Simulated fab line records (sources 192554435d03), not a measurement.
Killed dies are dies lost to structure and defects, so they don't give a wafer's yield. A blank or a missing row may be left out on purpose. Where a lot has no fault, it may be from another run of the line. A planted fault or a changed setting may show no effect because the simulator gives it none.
The tool behind it: which one? ; flow n5 finfet ; 30 wafers from 10 lots sampled at 5 of the route's 1938 steps

## WHAT THE GAUGES SHOWED, per wafer
Not one reading of a measure or inspect step in the record can be checked against a usual standard deviation.

## TOOL THAT RAN EACH LOT (tool first, then ch and the chambers of the sampled wafers, then the start)
lot;N5_BEOL_M9_DESCUM_33;N5_BEOL_M9_CURE_72;N5_BEOL_M10_PECVD_70;N5_BEOL_M10_HM_DEP_02;N5_BEOL_M10_CMP_52
L544;rie diel-05 ch 0,3, day 11 12:41;uv cure-01 ch 2, day 11 13:25;pecvd-01 ch 0,1,2, day 11 17:50;pvd sputter-01, day 11 20:46;cmp-03 ch 0,1, day 12 02:31
L548;rie diel-03 ch 0,1, day 12 17:33;uv cure-02 ch 1, day 12 18:13;pecvd-03 ch 1,2, day 12 22:05;pvd sputter-01, day 12 22:43;cmp-01 ch 0,1,2, day 13 04:21
L550;rie diel-03 ch 2,3, day 13 14:12;uv cure-02 ch 1, day 13 14:57;pecvd-01 ch 0,1,2, day 13 18:43;pvd sputter-03, day 13 20:17;cmp-01 ch 0,3, day 14 02:23
L559;rie diel-03 ch 1,2,3, day 15 20:39;uv cure-03 ch 0, day 15 21:21;pecvd-03 ch 0,1,2, day 16 00:16;pvd sputter-02, day 16 00:58;cmp-03 ch 1,2,3, day 16 07:16
L563;rie diel-03 ch 0,1,3, day 16 08:44;uv cure-03 ch 1, day 16 09:23;pecvd-02 ch 0,1,2, day 16 14:32;pvd sputter-01, day 16 14:53;cmp-04 ch 0,2,3, day 16 21:20
L561;rie diel-05 ch 0,2, day 16 18:19;uv cure-02 ch 2, day 16 19:15;pecvd-02 ch 0,1,2, day 16 23:40;pvd sputter-03, day 17 01:44;cmp-04 ch 2,3, day 17 07:11
L566;rie diel-05 ch 0,2,3, day 17 13:38;uv cure-03 ch 2, day 17 14:17;pecvd-03 ch 0,1,2, day 17 17:38;pvd sputter-02, day 17 18:20;cmp-01 ch 0,1,3, day 18 01:48
L565;rie diel-02 ch 0,2,3, day 17 20:45;uv cure-01 ch 2, day 17 21:24;pecvd-01 ch 0,2, day 18 02:07;pvd sputter-02, day 18 02:57;cmp-04 ch 1,2,3, day 18 07:59
L567;rie diel-05 ch 0,1, day 18 04:32;uv cure-02 ch 0, day 18 05:32;pecvd-03 ch 0,1,2, day 18 09:37;pvd sputter-03, day 18 11:22;cmp-04 ch 0,1, day 18 16:26
L564;rie diel-05 ch 0,1, day 18 06:07;uv cure-02 ch 0, day 18 06:52;pecvd-02 ch 0,2, day 18 13:59;pvd sputter-02, day 18 14:49;cmp-01 ch 1,3, day 18 21:49
- N5_BEOL_M9_DESCUM_33: chemistry O2, time 7 s.
- N5_BEOL_M9_CURE_72: cures SiCOH lowk, time 120 s.
- N5_BEOL_M10_PECVD_70: deposits SiO2 from TEOS/O2, target thk 20 nm, time 22.7 s.
- N5_BEOL_M10_HM_DEP_02: deposits TiN, target thk 20 nm.
- N5_BEOL_M10_CMP_52: polishes, stops on SiCOH lowk, t overpolish 7 s, target thk 140 nm.

## WHAT THE TOOLS THEMSELVES READ (means of the sampled wafers that have a number; where no wafer has one, the mark that the record gives instead)
N5_BEOL_M9_DESCUM_33. Usual: chamber pressure mTorr 20.00 mTorr, standard deviation 0.04; drypump motor current A 5.7 A, standard deviation 0.37; oes product au 0.77 a.u., standard deviation 0.085; rf fwd power W 49.48 W, standard deviation 0.19; rf vpp V 243.1 V, standard deviation 1.4; showerhead plenum p Torr 2.08 Torr, standard deviation 0.066; throttle valve pct 20.52 %, standard deviation 0.2.
lot;tool;chamber pressure mTorr (mTorr);drypump motor current A (A);oes product au (a.u.);rf fwd power W (W);rf vpp V (V);showerhead plenum p Torr (Torr);throttle valve pct (%);flag
L544;rie diel-05;20.00;6.1;0.73;49.33;242.7;2.08;20.58;
L548;rie diel-03;20.00;5.8;0.76;49.50;244.3;2.14;20.54;
L550;rie diel-03;20.00;5.6;0.68;49.39;242.9;2.04;20.59;
L559;rie diel-03;19.98;5.7;0.68;49.42;243.1;2.07;20.68;
L563;rie diel-03;19.99;5.7;0.71;49.41;244.2;2.13;20.64;
L561;rie diel-05;19.99;5.9;0.91;49.55;242.3;2.05;20.17;
L566;rie diel-05;20.00;6.1;0.82;49.46;243.2;2.05;20.44;
L565;rie diel-02;20.01;5.6;0.78;49.35;243.2;2.04;20.51;
L567;rie diel-05;19.99;5.6;0.88;49.43;242.7;2.08;20.14;
L564;rie diel-05;20.00;5.5;0.84;49.35;243.0;2.09;20.22;

N5_BEOL_M9_CURE_72. Usual: lamp power pct 52.30 %, standard deviation 0.061; wafer_temp_C_max 371.6, standard deviation 0.43.
lot;tool;lamp power pct (%);wafer_temp_C_max;flag
L544;uv cure-01;52.31;371.7;
L548;uv cure-02;52.28;371.5;
L550;uv cure-02;52.29;371.5;
L559;uv cure-03;52.33;370.6;
L563;uv cure-03;52.34;371.6;
L561;uv cure-02;52.33;372.1;
L566;uv cure-03;52.32;371.5;
L565;uv cure-01;52.22;371.5;
L567;uv cure-02;52.30;371.9;
L564;uv cure-02;52.39;371.7;

N5_BEOL_M10_PECVD_70. Usual: heater power w 717 W, standard deviation 110; rf fwd power W 444.2 W, standard deviation 2.1; showerhead plenum p Torr 8.75 Torr, standard deviation 0.077; susceptor temp C 400.02 C, standard deviation 0.22; throttle valve pct 22.3 %, standard deviation 1.
lot;tool;heater power w (W);rf fwd power W (W);showerhead plenum p Torr (Torr);susceptor temp C (C);throttle valve pct (%);flag
L544;pecvd-01;719;443.6;8.69;400.20;22.5;
L548;pecvd-03;746;444.7;8.70;400.05;22.0;
L550;pecvd-01;705;444.0;8.71;404.15;22.7;OFF
L559;pecvd-03;815;444.3;8.75;400.07;22.2;
L563;pecvd-02;640;445.5;8.81;400.04;21.6;
L561;pecvd-02;665;444.3;8.82;400.06;21.7;
L566;pecvd-03;790;444.1;8.73;400.34;22.3;
L565;pecvd-01;779;444.7;8.73;399.91;23.3;
L567;pecvd-03;759;444.6;8.74;399.87;22.2;
L564;pecvd-02;566;445.7;8.85;400.00;21.7;

N5_BEOL_M10_HM_DEP_02. Usual: throttle valve pct reads 29.5 % (standard deviation 1).
lot;tool;throttle valve pct (%);flag
L544;pvd sputter-01;28.7;
L548;pvd sputter-01;30.0;
L550;pvd sputter-03;29.4;
L559;pvd sputter-02;29.4;
L563;pvd sputter-01;29.2;
L561;pvd sputter-03;28.5;
L566;pvd sputter-02;30.6;
L565;pvd sputter-02;30.0;
L567;pvd sputter-03;29.7;
L564;pvd sputter-02;30.3;

N5_BEOL_M10_CMP_52. Usual: barrier field endpoint s 29.0 s, standard deviation 0.55; motor current A 6.3 A, standard deviation 0.77.
lot;tool;barrier field endpoint s (s);motor current A (A);flag
L544;cmp-03;29.3;7.3;
L548;cmp-01;28.7;6.3;
L550;cmp-01;28.8;5.7;
L559;cmp-03;28.9;7.3;
L563;cmp-04;28.8;6.1;
L561;cmp-04;28.5;6.2;
L566;cmp-01;29.0;5.8;
L565;cmp-04;29.3;5.9;
L567;cmp-04;28.6;6.2;
L564;cmp-01;29.6;5.9;

## THE ANSWER, worked out from the rows above alone
Rule: take the mean of a lot's wafers that have a number; if it is more than 3 standard deviations from the usual mean, the lot is off. Also off: a lot with no number at a reading for which 4 or more lots have one. Where the step has rows for the other lots, those lots are counted as sound. The gauges are gone through in route order, then the tools' own readings, and for those a lot's mean is taken as printed above. At the first step where some lot is off, the reading lying furthest off is the one used; lots without a number count as furthest.
Off at N5_BEOL_M10_PECVD_70 (susceptor temp C): L550.
A tool fits if, at that step or a process step before it, it ran every lot that is off, and no sound lot after the first of them. Of those tried, none fits.

## WHAT HAD BEEN PUT IN BY THE SIMULATOR
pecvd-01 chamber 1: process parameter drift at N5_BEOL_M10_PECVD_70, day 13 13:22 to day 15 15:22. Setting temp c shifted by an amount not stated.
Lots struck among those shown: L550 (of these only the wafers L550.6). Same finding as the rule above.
